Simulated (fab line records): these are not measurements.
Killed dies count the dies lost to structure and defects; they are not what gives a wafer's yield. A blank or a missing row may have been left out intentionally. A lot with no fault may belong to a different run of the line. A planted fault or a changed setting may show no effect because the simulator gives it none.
A struck lot beside a sound one + flow nand harc + 15 out of 1302 route steps
Sound: the wafers L870.1, L870.3, L870.5. Wafers struck: L853.1, L853.2, L853.3. At the end, the cause is stated.
Per side, at each step with rows, come the tool, then ch with its chambers, and then its first start. Under that, the readings that differ: sound wafers + struck wafers + difference of the means + sigmas: that difference in standard deviations of wafers without a fault.
alike: readings whose means differ by less than 2 such deviations, and words and numbers that are the same on both sides. not compared: withheld readings, readings that some wafer has no value for, bounds like >300 that may hide the same value, and numbers for which the record gives no deviation and whose values overlap.
A row with sigmas, a row that says differs or no value, or rows on one side alone: a step with any of these is where the two part. When numbers do not overlap yet have no deviation, they are printed without sigmas and do not part them. A reading missing from all wafers of one side parts the sides only when that side holds two or more wafers.

NHARC_A_CONTACT_CD_MEAS_69 targets a cd of 300 nm.
  sound on cd sem-02 ch 0, day 30 21:01; struck on cd sem-02 ch 0, day 23 13:39
  alike: cd nm
NHARC_A_CONTACT_OVL_MEAS_70:
  struck on overlay-02, day 23 13:44; sound on overlay-01, day 30 21:06
| reading           | sound          | struck       | difference | sigmas |
|-------------------|----------------|--------------|------------|--------|
| overlay x nm (nm) | -1.5 -1.7 -1.8 | 0.2 -0.4 0.0 | +1.6       | +2     |
  alike: overlay y nm
NHARC_A_CONTACT_INSPECT_71:
  struck on defect inspect-01, day 23 13:46; sound on defect inspect-02, day 30 21:08
  alike: raw defect count
then, 1 step without rows for these wafers: NHARC_A_CONTACT_DESCUM_74 (chemistry O2, time 3 s).
NHARC_A_CONTACT_ETCH_75: etches the open film in CF4, target depth 39 nm, time 65 s.
  sound on rie diel-09 ch 0,1,2, day 30 21:22; struck on rie diel-09 ch 0,1,3, day 23 13:55
  alike: bias w, cf4 flow sccm, drypump motor current A, oes product au, rf fwd power W, rf vpp V, showerhead plenum p Torr, throttle valve pct
  not compared: rf hours counter h
NHARC_A_CONTACT_ETCH_76: etches the open film in N2/H2, target depth 260 nm, time 475.3 s.
  sound: rie diel-09 ch 0,1; struck: rie diel-09 ch 0,1,2
  alike: bias w, chamber pressure mTorr, drypump motor current A, oes product au, rf fwd power W, rf vpp V, showerhead plenum p Torr, throttle valve pct
  not compared: rf hours counter h
NHARC_A_CONTACT_ETCH_77: etches the open film in CF4/CHF3, target depth 108.9 nm, time 54.5 s.
  sound: rie diel-09 ch 0,1,2; struck: rie diel-09 ch 1,2,3
  alike: bias w, cf4 flow sccm, drypump motor current A, oes product au, rf fwd power W, rf vpp V, showerhead plenum p Torr, throttle valve pct
  not compared: rf hours counter h
then, 4 steps without rows for these wafers: NHARC_A_CONTACT_ETCH_78 (etches the open film in O2/COS, target depth 5300 nm, time 1378 s); NHARC_A_CONTACT_ETCH_124 (etches the open film in C4F8/O2/Ar, time 140 s, target depth 700 nm); NHARC_A_CONTACT_ETCH_125 (etches the open film in C4F8/O2/Ar, time 197 s, target depth 1918 nm); NHARC_A_CONTACT_ETCH_126 (etches the open film in C4F8/O2/Ar, time 197 s, target depth 1918 nm).
NHARC_A_CONTACT_ETCH_127: etches the open film in C4F8/O2/Ar, time 197 s, target depth 1918 nm.
  sound on har cap etch-03 ch 0,1, day 30 23:24; struck on har cap etch-03 ch 0,1, day 23 15:56
  alike: chamber pressure mTorr, oes air line au
  not compared: rf hours counter h
NHARC_A_CONTACT_ETCH_128: etches the open film in C4F8/O2/Ar, time 197 s, target depth 1918 nm.
  sound on har cap etch-03 ch 0,1, day 30 23:35; struck on har cap etch-03 ch 0,1, day 23 16:07
  no value came back on the struck wafers for chamber pressure mTorr (mTorr), oes air line au (a.u.), time s (s); on the sound wafers chamber pressure mTorr (mTorr) reads 20.003 20.011 19.984
  not compared: rf hours counter h
NHARC_A_CONTACT_ETCH_129: etches the open film in C4F8/O2/Ar, time 197 s, target depth 1918 nm.
  sound on har cap etch-03 ch 0,1, day 30 23:45; struck on har cap etch-03 ch 0,1, day 23 16:17
  alike: chamber pressure mTorr, oes air line au
  not compared: rf hours counter h
-- break in the record here, with 2 days between the starts of the struck wafers on either side (left off in module A_CONTACT, picked up again in module END, where the first step shown is number 1302 on the route) --
NHARC_END_SORT_01:
  sound on prober-02 ch 0, day 33 11:26; struck on prober-02 ch 0, day 26 00:43
| reading         | sound    | struck                                                               | difference                   | sigmas |
|-----------------|----------|----------------------------------------------------------------------|------------------------------|--------|
| hold            | - - -    | await dispo/4.6h/scrap await dispo/4.6h/scrap await dispo/4.6h/scrap | no value on the sound wafers |        |
| killed at array | 20 35 33 | 673 670 668                                                          | +641                         | +38    |
| killed at other | 0 1 1    | 4 2 6                                                                | +3                           | +2     |
| killed dies     | 25 41 38 | 677 677 677                                                          | +642                         | +38    |
  alike: killed at periphery, killed open, killed short

WHERE THEY PART
Last at NHARC_END_SORT_01 as far as this record goes, first at NHARC_A_CONTACT_OVL_MEAS_70.

WHY: what the simulator had put in
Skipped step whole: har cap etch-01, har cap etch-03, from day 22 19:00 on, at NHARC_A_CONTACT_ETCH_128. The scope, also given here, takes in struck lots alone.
